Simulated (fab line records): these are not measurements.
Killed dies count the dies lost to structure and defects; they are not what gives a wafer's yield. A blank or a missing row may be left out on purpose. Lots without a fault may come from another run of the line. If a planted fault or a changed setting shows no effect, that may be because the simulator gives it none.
Matching of chambers | flow n5 finfet | 4 sister chambers for N5_BEOL_M9_STRIP_36 on rie diel-01
The step strips in N2/H2. 20 wafers are shown with their chamber, then 10 later ones without.

== WAFERS WITH THEIR CHAMBER ==
wafer  | chamber | drypump motor current A (A) | throttle valve pct (%) | showerhead plenum p Torr (Torr)
L075.2 | 2       | 5.7                         | 23.9                   | 2.48
L075.4 | 0       | 5.6                         | 23.1                   | 2.57
L075.6 | 3       | 6.6                         | 24.1                   | 2.64
L076.1 | 1       | 6.6                         | 23.3                   | 2.39
L076.4 | 2       | 5.7                         | 23.9                   | 2.47
L076.5 | 0       | 5.5                         | 23.1                   | 2.57
L078.1 | 2       | 5.7                         | 23.9                   | 2.47
L078.5 | 3       | 6.6                         | 24.1                   | 2.64
L078.6 | 2       | 5.7                         | 23.9                   | 2.47
L082.3 | 3       | 6.6                         | 24.1                   | 2.64
L082.4 | 1       | 6.6                         | 23.2                   | 2.38
L082.6 | 3       | 6.6                         | 24.1                   | 2.63
L087.1 | 0       | 5.6                         | 23.1                   | 2.56
L087.4 | 0       | 5.6                         | 23.1                   | 2.56
L087.5 | 3       | 6.6                         | 24.1                   | 2.63
L089.1 | 1       | 6.6                         | 23.1                   | 2.70
L089.5 | 0       | 5.6                         | 23.1                   | 2.56
L089.6 | 3       | 6.6                         | 24.1                   | 2.63
L093.1 | 0       | 5.5                         | 23.1                   | 2.56
L093.4 | 2       | 5.7                         | 23.5                   | 2.47

SIGNATURES (means of the wafers above)
reading                  | chamber 0 | chamber 1 | chamber 2 | chamber 3 | scatter within a chamber
drypump motor current A  | 5.567     | 6.600     | 5.700     | 6.600     | 0.0289
throttle valve pct       | 23.100    | 23.200    | 23.820    | 24.100    | 0.0962
showerhead plenum p Torr | 2.5633    | 2.4900    | 2.4720    | 2.6350    | 0.0645
Rule: for each reading, subtract the chamber's mean from the wafer's reading, divide by that reading's scatter and square the result; add these up over the readings and take the root, which gives the wafer's distance from the chamber. The wafer belongs to the nearest chamber; if the next one is less than 2 further off, it can't be placed. The scatter: the root of (the sum of the squares of (reading less its chamber's mean) over the shown wafers, divided by (wafers less chambers)).

== WAFERS WITHOUT THEIR CHAMBER ==
wafer  | drypump motor current A (A) | throttle valve pct (%) | showerhead plenum p Torr (Torr)
L093.6 | 6.6                         | 24.1                   | 2.63
L092.1 | 6.6                         | 24.1                   | 2.62
L092.3 | 5.5                         | 23.1                   | 2.56
L092.4 | 5.7                         | 23.5                   | 2.46
L095.3 | 5.7                         | 23.5                   | 2.46
L095.5 | 5.7                         | 23.5                   | 2.46
L095.6 | 6.6                         | 24.1                   | 2.62
L097.1 | 5.7                         | 23.5                   | 2.46
L097.5 | 5.7                         | 23.5                   | 2.46
L097.6 | 6.6                         | 24.1                   | 2.62

== WHICH CHAMBER EACH WENT THROUGH ==
wafer  | from the rows above | in truth
L093.6 | 3                   | 3
L092.1 | 3                   | 3
L092.3 | 0                   | 0
L092.4 | 2                   | 2
L095.3 | 2                   | 2
L095.5 | 2                   | 2
L095.6 | 3                   | 3
L097.1 | 2                   | 2
L097.5 | 2                   | 2
L097.6 | 3                   | 3
10 of 10 placed correctly. Not placeable from these rows: 0. 0 placed wrongly.
